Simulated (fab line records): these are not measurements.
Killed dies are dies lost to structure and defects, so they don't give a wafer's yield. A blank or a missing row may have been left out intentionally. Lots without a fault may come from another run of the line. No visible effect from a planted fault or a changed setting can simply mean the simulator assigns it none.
Chamber matching -- flow nand-harc -- rie-diel-05 running NHARC_A_STAIRCASE_DESCUM_443: 4 sister chambers
The step chemistry O2, time 3 s. 20 wafers are shown with their chamber, then 10 later ones without.

== EACH WAFER AND ITS CHAMBER ==
wafer,chamber,showerhead-plenum-p-Torr (Torr),drypump-motor-current-A (A),oes-product-au (a.u.)
L074.1,2,1.78,6.4,1.009
L074.3,0,2.07,5.4,1.009
L074.4,3,1.78,6.4,1.008
L077.1,2,1.77,6.3,1.009
L077.3,3,1.78,6.4,1.011
L077.4,3,1.78,6.4,1.004
L080.4,1,2.05,5.0,1.000
L080.5,2,1.77,6.4,0.999
L080.6,1,2.05,5.0,0.989
L081.1,3,1.77,6.4,1.002
L081.2,1,2.05,4.9,1.002
L081.5,3,1.78,6.4,0.999
L083.1,0,2.06,5.4,1.011
L083.3,2,1.77,6.4,0.995
L083.5,2,1.76,6.4,1.002
L086.1,2,1.76,6.3,1.001
L086.5,0,2.06,5.4,1.008
L086.6,3,1.77,6.4,1.002
L088.1,2,1.76,6.4,0.998
L088.2,0,2.06,5.4,1.002

SIGNATURES (averages over the wafers above)
reading,chamber 0,chamber 1,chamber 2,chamber 3,scatter within a chamber
showerhead-plenum-p-Torr,2.0625,2.0500,1.7671,1.7767,0.00587
drypump-motor-current-A,5.400,4.967,6.371,6.400,0.0362
oes-product-au,1.00750,0.99700,1.00186,1.00433,0.00508
Rule: for each reading, subtract the chamber's mean from the wafer's reading, divide by that reading's scatter and square the result; add these up over the readings and take the root, which gives the wafer's distance from the chamber. If the next closest chamber is less than 2 further off than the closest, the wafer can't be placed; otherwise it belongs to the closest. The scatter is the square root of a quotient: the sum, over the shown wafers, of each reading's squared deviation from its chamber's mean, divided by wafers minus chambers.

== WAFERS WITH NO CHAMBER GIVEN ==
wafer,showerhead-plenum-p-Torr (Torr),drypump-motor-current-A (A),oes-product-au (a.u.)
L088.4,2.04,4.9,1.000
L090.2,2.04,5.0,0.988
L090.3,2.05,5.4,1.005
L090.5,2.05,5.4,1.005
L093.2,2.07,6.4,0.994
L093.4,2.04,4.9,0.985
L093.6,2.05,5.4,1.008
L095.1,2.07,6.4,1.012
L095.2,2.03,4.9,1.003
L095.5,2.03,4.9,0.993

== WHICH CHAMBER EACH ONE RAN IN ==
wafer,from the rows above,in truth
L088.4,1,1
L090.2,1,1
L090.3,0,0
L090.5,0,0
L093.2,0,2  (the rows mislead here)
L093.4,1,1
L093.6,0,0
L095.1,0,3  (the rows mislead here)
L095.2,1,1
L095.5,1,1
Placed correctly: 8 of 10. Not placeable from these rows: 0. Number placed wrongly: 2.
